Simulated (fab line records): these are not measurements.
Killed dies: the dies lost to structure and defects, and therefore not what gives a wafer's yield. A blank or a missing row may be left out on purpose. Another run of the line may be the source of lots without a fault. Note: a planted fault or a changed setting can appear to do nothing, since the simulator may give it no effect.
A single fault, viewed from 2 desks | flow n5Finfet | each desk has only its own numbers; what lay behind them comes last

DESK OF THE TOOL OWNER: lithoTrack-02
The tool's own readings at N5_BEOL_M2_COAT_73 (time 60 s, resist thk 5 nm): means of the sampled wafers that have a number, for each lot that ran on this tool. The brackets show how far a lot's mean lies from the usual mean; more than 4 standard deviations puts the lot out of limits, marked OUT.
Columns: A = spinSpeedRpm at N5_BEOL_M2_COAT_73, usual 1500.1 rpm
lot  | first seen here | A
L321 | day 8 02:54     | 1499.2
L318 | day 8 05:52     | 1500.0
L324 | day 8 17:52     | 1720.4 (+99 or more) OUT
L326 | day 8 19:31     | 1721.1 (+99 or more) OUT
L327 | day 9 13:23     | 1720.2 (+99 or more) OUT
L338 | day 12 00:22    | 1499.8
L340 | day 12 09:40    | 1500.7
This desk finds L324, L326, L327 out of limits, L324 being first, at day 8 17:52 (spinSpeedRpm at N5_BEOL_M2_COAT_73). Within limits: L321, L318, L338, L340.

THE METROLOGY DESK
Lot by lot, what the gauges showed, no matter which tool ran the lot: averages of those sampled wafers that carry a number. The brackets show how far a lot's mean lies from the usual mean; more than 4 standard deviations puts the lot out of limits, marked OUT. Only the readings that lie furthest out on some lot appear, 7 of the 10 it has.
Columns: A = DIBL_N at N5_BEOL_M4_RC_MEAS_101, usual 37.7 mV/V; B = DIBL_P at N5_BEOL_M4_RC_MEAS_101, usual 37.7 mV/V; C = ION_P at N5_BEOL_M4_RC_MEAS_101, usual 463 uA/um; D = SS_N at N5_BEOL_M4_RC_MEAS_101, usual 71.9 mV/dec; E = SS_P at N5_BEOL_M4_RC_MEAS_101, usual 73.6 mV/dec; F = VT_N at N5_BEOL_M4_RC_MEAS_101, usual 248 mV; G = VT_P at N5_BEOL_M4_RC_MEAS_101, usual -249 mV
lot  | first seen here | A    | B    | C   | D    | E    | F   | G
L318 | day 12 09:55    | 38.0 | 36.2 | 461 | 71.9 | 73.8 | 245 | -249
L320 | day 12 12:42    | 37.7 | 37.1 | 460 | 71.3 | 73.3 | 248 | -252
L321 | day 12 14:16    | 38.3 | 38.1 | 450 | 72.4 | 73.4 | 250 | -253
L324 | day 13 10:34    | 39.4 | 39.4 | 457 | 72.4 | 73.9 | 248 | -249
L326 | day 13 21:57    | 38.9 | 38.0 | 459 | 72.1 | 73.9 | 249 | -248
L327 | day 14 11:06    | 34.9 | 35.9 | 465 | 71.5 | 73.0 | 248 | -250
L334 | day 15 12:55    | 37.7 | 37.2 | 461 | 72.2 | 74.0 | 250 | -248
L338 | day 17 01:52    | 36.8 | 36.2 | 462 | 71.9 | 73.5 | 249 | -249
L340 | day 17 18:26    | 35.6 | 35.2 | 466 | 71.5 | 73.5 | 249 | -247
Result from this desk: across the 9 lots, nothing is out of limits.

BROUGHT TOGETHER
On L324, L326, L327, at day 8 17:52, an alarm was possible from the tool owner's desk.
Metrology desk: nothing out of limits seen.
The metrology desk has L324, L326, L327 on record, within its limits.
Of the lots named, all ran N5_BEOL_M2_COAT_73 on lithoTrack-02.

WHAT THE SIMULATOR HAD INSERTED
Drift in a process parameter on lithoTrack-02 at N5_BEOL_M2_COAT_73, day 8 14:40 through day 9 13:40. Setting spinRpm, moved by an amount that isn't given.
Struck lots among those shown: L324, L326, L327.
How many hours passed from the start of the fault until each desk's first out-of-limits reading: the tool owner's desk, 3.
